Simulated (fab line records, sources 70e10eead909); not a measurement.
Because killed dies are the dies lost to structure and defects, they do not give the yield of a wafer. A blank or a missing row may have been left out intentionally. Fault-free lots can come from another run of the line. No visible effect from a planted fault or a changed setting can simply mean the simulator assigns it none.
Chamber matching || flow nandHarc || NHARC_A_STAIRCASE_DESCUM_11 on rieDiel-07: 4 sister chambers
The step chemistry O2, time 3 s. 4 wafers are shown with their chamber, then 10 later ones without.

## WAFERS, EACH WITH ITS CHAMBER
{"wafer": "L086.3", "chamber": 0, "drypumpMotorCurrentA (A)": 5.3}
{"wafer": "L089.3", "chamber": 2, "drypumpMotorCurrentA (A)": 6.2}
{"wafer": "L091.1", "chamber": 3, "drypumpMotorCurrentA (A)": 5.1}
{"wafer": "L091.3", "chamber": 1, "drypumpMotorCurrentA (A)": 6.7}

## WAFERS WITH NO CHAMBER GIVEN
{"wafer": "L091.4", "drypumpMotorCurrentA (A)": 6.2}
{"wafer": "L090.1", "drypumpMotorCurrentA (A)": 5.1}
{"wafer": "L090.4", "drypumpMotorCurrentA (A)": 6.6}
{"wafer": "L090.5", "drypumpMotorCurrentA (A)": 5.3}
{"wafer": "L095.3", "drypumpMotorCurrentA (A)": 6.1}
{"wafer": "L095.5", "drypumpMotorCurrentA (A)": 6.6}
{"wafer": "L095.6", "drypumpMotorCurrentA (A)": 5.3}
{"wafer": "L097.1", "drypumpMotorCurrentA (A)": 6.7}
{"wafer": "L097.2", "drypumpMotorCurrentA (A)": 6.2}
{"wafer": "L097.3", "drypumpMotorCurrentA (A)": 5.1}

## THE CHAMBER EACH PASSED THROUGH
{"wafer": "L091.4", "from the rows above": 2, "in truth": 2}
{"wafer": "L090.1", "from the rows above": 3, "in truth": 3}
{"wafer": "L090.4", "from the rows above": 1, "in truth": 1}
{"wafer": "L090.5", "from the rows above": 0, "in truth": 0}
{"wafer": "L095.3", "from the rows above": 2, "in truth": 2}
{"wafer": "L095.5", "from the rows above": 1, "in truth": 1}
{"wafer": "L095.6", "from the rows above": 0, "in truth": 0}
{"wafer": "L097.1", "from the rows above": 1, "in truth": 1}
{"wafer": "L097.2", "from the rows above": 2, "in truth": 2}
{"wafer": "L097.3", "from the rows above": 3, "in truth": 3}
10 of 10 placed correctly. Left unplaced by these rows: 0. Placed wrongly: 0.
How it was worked out, from the rows above alone: a wafer's distance from a chamber is the root of the sum, over the readings, of the square of ((its reading less the chamber's mean) divided by the reading's scatter). If the next closest chamber is less than 2 further off than the closest, the wafer can't be placed; otherwise it belongs to the closest. The mean given for a chamber averages the wafers shown for that chamber. The scatter: root of mean squared gap, hidden wafer to nearest shown wafer, with one shown wafer a chamber.
